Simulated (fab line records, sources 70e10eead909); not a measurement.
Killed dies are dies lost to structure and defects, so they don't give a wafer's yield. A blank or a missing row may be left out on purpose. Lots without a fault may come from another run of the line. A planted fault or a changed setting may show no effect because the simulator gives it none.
Chamber matching | flow nand_harc | NHARC_A_STAIRCASE_CMP_472 on cmp-01: 4 sister chambers
The step polishes SiO2. 4 wafers are shown with their chamber, then 10 later ones without.

WAFERS WITH THEIR CHAMBER
wafer  | chamber | motor_current_A (A)
L083.5 | 2       | 10.1
L085.6 | 1       | 10.9
L090.1 | 3       | 10.9
L090.4 | 0       | 12.1

WAFERS WITHOUT THEIR CHAMBER
wafer  | motor_current_A (A)
L090.6 | 11.3
L097.1 | 10.4
L097.4 | 11.4
L097.6 | 10.8
L095.2 | 11.9
L095.3 | 10.0
L095.5 | 12.0
L096.1 | 12.9
L096.2 | 10.5
L096.4 | 10.9

WHICH CHAMBER EACH WENT THROUGH
wafer  | from the rows above          | in truth
L090.6 | can't be placed: 1 or 3 or 0 | 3
L097.1 | can't be placed: 2 or 1 or 3 | 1
L097.4 | can't be placed: 1 or 3 or 0 | 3
L097.6 | can't be placed: 1 or 3 or 2 | 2
L095.2 | 0                            | 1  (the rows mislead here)
L095.3 | 2                            | 2
L095.5 | 0                            | 0
L096.1 | 0                            | 0
L096.2 | can't be placed: 1 or 2 or 3 | 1
L096.4 | can't be placed: 1 or 3      | 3
Placed correctly: 3 of 10. Can't be placed from these rows: 6 (the true chamber is among the candidates in 6). Placed wrongly: 1.
How it was worked out, from the rows above alone: a wafer's distance from a chamber is the root of the sum, over the readings, of the square of ((its reading less the chamber's mean) divided by the reading's scatter). The wafer belongs to the nearest chamber; if the next one is less than 2 further off, it can't be placed. A chamber's mean is the mean of its shown wafers. The scatter: with one shown wafer a chamber, the root of the mean of the squares of how far each hidden wafer lies from its nearest shown one.
